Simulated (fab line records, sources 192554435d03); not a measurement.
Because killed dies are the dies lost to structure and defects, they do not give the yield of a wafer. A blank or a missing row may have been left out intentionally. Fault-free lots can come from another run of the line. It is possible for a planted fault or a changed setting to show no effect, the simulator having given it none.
Split-lot trial || flow n5-finfet || 21 wafers read from 7 lots, route of 1938 steps

THE SPLIT
At N5_BEOL_M14_ILD_DEP_00 (deposits SiO2 from TEOS/O2, target thk 1119.3 nm, time 237.4 s), the setting time-s was moved away from the recipe's 237.4 s on 8 of the 21 wafers read, by -9.5% to +13.0%. All remaining wafers had this setting at the recipe value.

There is no step in the file separating the split from the reading.

THE READING
Values of M14_ILD_THK in nm from N5_BEOL_M14_THK_MEAS_01. On this fab line, fault-free wafers typically give 1112 nm with a standard deviation of 15 nm.

{"wafer": "L076.1", "tool, chamber at the split": "pecvd-03, 1", "time-s as run, s": 237.4, "against the recipe": "recipe", "M14_ILD_THK, nm": 1098, "against lot-mates on the recipe": "-"}
{"wafer": "L076.2", "tool, chamber at the split": "pecvd-03, 0", "time-s as run, s": 214.8, "against the recipe": "-9.5%", "M14_ILD_THK, nm": 994, "against lot-mates on the recipe": -104}
{"wafer": "L076.6", "tool, chamber at the split": "pecvd-03, 0", "time-s as run, s": 214.8, "against the recipe": "-9.5%", "M14_ILD_THK, nm": 1023, "against lot-mates on the recipe": -75}
{"wafer": "L080.1", "tool, chamber at the split": "pecvd-01, 0", "time-s as run, s": 237.4, "against the recipe": "recipe", "M14_ILD_THK, nm": 1105, "against lot-mates on the recipe": "-"}
{"wafer": "L080.2", "tool, chamber at the split": "pecvd-01, 1", "time-s as run, s": 237.4, "against the recipe": "recipe", "M14_ILD_THK, nm": 1117, "against lot-mates on the recipe": "-"}
{"wafer": "L080.5", "tool, chamber at the split": "pecvd-01, 1", "time-s as run, s": 237.4, "against the recipe": "recipe", "M14_ILD_THK, nm": 1123, "against lot-mates on the recipe": "-"}
{"wafer": "L074.4", "tool, chamber at the split": "pecvd-03, 1", "time-s as run, s": 268.3, "against the recipe": "+13.0%", "M14_ILD_THK, nm": 1260, "against lot-mates on the recipe": "+134"}
{"wafer": "L074.5", "tool, chamber at the split": "pecvd-03, 0", "time-s as run, s": 237.4, "against the recipe": "recipe", "M14_ILD_THK, nm": 1128, "against lot-mates on the recipe": "-"}
{"wafer": "L074.6", "tool, chamber at the split": "pecvd-03, 2", "time-s as run, s": 237.4, "against the recipe": "recipe", "M14_ILD_THK, nm": 1124, "against lot-mates on the recipe": "-"}
{"wafer": "L084.2", "tool, chamber at the split": "pecvd-04, 2", "time-s as run, s": 237.4, "against the recipe": "recipe", "M14_ILD_THK, nm": 1078, "against lot-mates on the recipe": "-"}
{"wafer": "L084.3", "tool, chamber at the split": "pecvd-04, 1", "time-s as run, s": 237.4, "against the recipe": "recipe", "M14_ILD_THK, nm": 1082, "against lot-mates on the recipe": "-"}
{"wafer": "L084.6", "tool, chamber at the split": "pecvd-04, 0", "time-s as run, s": 237.4, "against the recipe": "recipe", "M14_ILD_THK, nm": 1094, "against lot-mates on the recipe": "-"}
{"wafer": "L088.1", "tool, chamber at the split": "pecvd-03, 1", "time-s as run, s": 237.4, "against the recipe": "recipe", "M14_ILD_THK, nm": 1110, "against lot-mates on the recipe": "-"}
{"wafer": "L088.2", "tool, chamber at the split": "pecvd-03, 0", "time-s as run, s": 251.3, "against the recipe": "+5.9%", "M14_ILD_THK, nm": 1184, "against lot-mates on the recipe": "+64"}
{"wafer": "L088.5", "tool, chamber at the split": "pecvd-03, 0", "time-s as run, s": 237.4, "against the recipe": "recipe", "M14_ILD_THK, nm": 1130, "against lot-mates on the recipe": "-"}
{"wafer": "L093.1", "tool, chamber at the split": "pecvd-04, 2", "time-s as run, s": 256.6, "against the recipe": "+8.1%", "M14_ILD_THK, nm": 1187, "against lot-mates on the recipe": "+71"}
{"wafer": "L093.3", "tool, chamber at the split": "pecvd-04, 2", "time-s as run, s": 237.4, "against the recipe": "recipe", "M14_ILD_THK, nm": 1116, "against lot-mates on the recipe": "-"}
{"wafer": "L093.6", "tool, chamber at the split": "pecvd-04, 2", "time-s as run, s": 256.6, "against the recipe": "+8.1%", "M14_ILD_THK, nm": 1199, "against lot-mates on the recipe": "+83"}
{"wafer": "L097.1", "tool, chamber at the split": "pecvd-01, 2", "time-s as run, s": 262.9, "against the recipe": "+10.7%", "M14_ILD_THK, nm": 1219, "against lot-mates on the recipe": "+102"}
{"wafer": "L097.2", "tool, chamber at the split": "pecvd-01, 1", "time-s as run, s": 262.9, "against the recipe": "+10.7%", "M14_ILD_THK, nm": 1207, "against lot-mates on the recipe": "+90"}
{"wafer": "L097.6", "tool, chamber at the split": "pecvd-01, 0", "time-s as run, s": 237.4, "against the recipe": "recipe", "M14_ILD_THK, nm": 1117, "against lot-mates on the recipe": "-"}

FIT RESULTS
A straight line over all 21 wafers: M14_ILD_THK changes by +10.6 nm for each +1% of time-s; r = +0.97; the points scatter about the line by 15 nm.
The same after taking each lot's own level away (the mean of its wafers on the recipe; 21 wafers): +9.53 nm for each +1%; r = +0.99; scatter 8.4 nm.
Per that fit: largest time-s move, reading shift of 1.2e+02 nm.
The lots' own levels span 1084.7 to 1126.0 nm, that is 2.8 times the standard deviation above.
Hence the slope depends on the lot-to-lot level, as the two fits are not the same.
Check: +122 nm against its lot-mates is what the line predicts for one of the wafers moved furthest among these (+13.0%) when that wafer is left out of the fit. Against them it came out at +134 nm.

ADDITIONAL SPLITS CARRIED BY THESE WAFERS
Other splits were also applied to these wafers ahead of the reading. Each is held against what the fit with the lots' levels taken away leaves over:
{"other split on the same wafers": "N5_BEOL_M13_COAT_04 spin-rpm", "wafers away from the commonest value": 8, "r with M14_ILD_THK (lot level and that fit taken away)": -0.08}

THE WHOLE CHAIN: every reading that the file lists as answering this split, in the file's order
{"step": "N5_BEOL_M14_ILD_DEP_00", "what it does": "deposits SiO2 from TEOS/O2, target thk 1119.3 nm, time 237.4 s", "reading": "SiO2_of_BEOL_M14_ILD_DEP_00.thk-nm (the simulator's own value, which no gauge read)", "change (the file's fit)": "+9.74 nm for each +1% of the setting", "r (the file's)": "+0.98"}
{"step": "N5_BEOL_M14_THK_MEAS_01", "what it does": "", "reading": "M14_ILD_THK", "change (the file's fit)": "+9.74 for each +1% of the setting", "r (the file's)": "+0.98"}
{"step": "N5_BEOL_M14_VIA_ETCH_16", "what it does": "etches SiO2 in C4F8/O2/Ar, target depth 1231.3 nm", "reading": "etch.depth-nm (the simulator's own value, which no gauge read)", "change (the file's fit)": "+9.74 nm for each +1% of the setting", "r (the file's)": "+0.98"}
{"step": "N5_BEOL_M14_VIA_ETCH_16", "what it does": "etches SiO2 in C4F8/O2/Ar, target depth 1231.3 nm", "reading": "coat_of_BEOL_M14_COAT_04.thk-nm (the simulator's own value, which no gauge read)", "change (the file's fit)": "-2.24 nm for each +1% of the setting", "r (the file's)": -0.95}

FILE'S OWN FIT
M14_ILD_THK changes by +9.74 nm for each +1% of time-s, r = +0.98.
